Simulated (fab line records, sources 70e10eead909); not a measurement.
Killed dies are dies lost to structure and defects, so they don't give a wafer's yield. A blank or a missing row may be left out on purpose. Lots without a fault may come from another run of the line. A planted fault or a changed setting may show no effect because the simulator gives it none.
A struck lot beside a sound one | flow nand_harc | 13 steps out of a route of 1159
Sound: wafers L728.1, L728.3, L728.6. Struck: wafers L733.5, L733.6. The cause comes at the end.
At each step with rows: each side's tool, then ch and its chambers, then its first start. Under that, the readings that differ: sound wafers | struck wafers | difference of the means | sigmas: that difference in standard deviations of wafers without a fault.
alike: readings whose means differ by less than 2 such deviations, and words and numbers that are the same on both sides. not compared: withheld readings, readings that some wafer has no value for, bounds like >300 that may hide the same value, and numbers for which the record gives no deviation and whose values overlap.
The two part at a step that has a row with sigmas, a row that says differs or no value, or rows on one side only. Numbers that don't overlap but have no deviation are shown without sigmas and don't part them. A reading that every wafer of one side lacks parts them only if that side has two wafers or more.

first, 3 steps without rows for these wafers: NHARC_A_STAIRCASE_PEB_07 (peb time 130 s); NHARC_A_STAIRCASE_DEVELOP_08 (time 140 s); NHARC_A_STAIRCASE_HARDBAKE_10 (time 140 s).
NHARC_A_STAIRCASE_DESCUM_11: chemistry O2, time 3 s.
  sound on rie_diel-10 ch 0,1,2, day 14 13:57; struck on rie_diel-01 ch 0,3, day 15 01:28
  alike: drypump_motor_current_A, o2_flow_sccm, oes_product_au, rf_vpp_V, showerhead_plenum_p_Torr, throttle_valve_pct
  not compared: rf_hours_counter_h
then, 1 step without rows for these wafers: NHARC_A_STAIRCASE_TRIM_12 (chemistry O2, time 211.2 s).
NHARC_A_STAIRCASE_ETCH_13: etches the open film in C4F8/O2, target depth 100 nm, time 40.5 s.
  sound on rie_diel-10 ch 0,2,3; struck on rie_diel-01 ch 0,1
  alike: bias_w, oes_product_au, rf_vpp_V
  not compared: rf_hours_counter_h
then, 1 step without rows for these wafers: NHARC_A_STAIRCASE_TRIM_14 (chemistry O2, time 211.2 s).
NHARC_A_STAIRCASE_ETCH_15: etches the open film in C4F8/O2, target depth 100 nm, time 40.5 s.
  sound on rie_diel-10 ch 0,1,3; struck on rie_diel-01 ch 2,3
  alike: bias_w, oes_product_au, rf_vpp_V
  not compared: rf_hours_counter_h
then, 1 step without rows for these wafers: NHARC_A_STAIRCASE_TRIM_16 (chemistry O2, time 211.2 s).
NHARC_A_STAIRCASE_ETCH_17: etches the open film in C4F8/O2, target depth 100 nm, time 40.5 s.
  sound on rie_diel-10 ch 1,3; struck on rie_diel-01 ch 0,3
  reading               | sound             | struck      | difference | sigmas
  oes_product_au (a.u.) | 0.964 0.942 0.963 | 0.928 0.935 | -0.025     | -2
  alike: bias_w, rf_vpp_V
  not compared: rf_hours_counter_h
NHARC_A_STAIRCASE_TRIM_18: chemistry O2, time 211.2 s.
  sound on rie_diel-10 ch 0,1,2; struck on rie_diel-01 ch 2,3
  alike: drypump_motor_current_A, o2_flow_sccm, oes_product_au, rf_vpp_V, showerhead_plenum_p_Torr, throttle_valve_pct
  not compared: rf_hours_counter_h
NHARC_A_STAIRCASE_ETCH_19: etches the open film in C4F8/O2, target depth 100 nm, time 40.5 s.
  sound on rie_diel-10 ch 0,2,3, day 14 14:53; struck on rie_diel-01 ch 0,1, day 15 02:49
  reading               | sound             | struck      | difference | sigmas
  oes_product_au (a.u.) | 0.931 0.944 0.948 | 1.104 1.120 | +0.171     | +18
  alike: bias_w, rf_vpp_V
  not compared: rf_hours_counter_h
-- the record jumps here: 9 days lie between the struck wafers' starts before and after (it left off in module A_STAIRCASE and takes up again in module END, whose first step shown is number 1159 of the route) --
NHARC_END_SORT_01:
  the record has rows for the struck wafers here (prober-02 ch 0, day 23 21:25) and none for the sound ones

WHERE THEY PART
First at NHARC_A_STAIRCASE_ETCH_17; last, within this record, at NHARC_END_SORT_01.

WHY: what the simulator had put in
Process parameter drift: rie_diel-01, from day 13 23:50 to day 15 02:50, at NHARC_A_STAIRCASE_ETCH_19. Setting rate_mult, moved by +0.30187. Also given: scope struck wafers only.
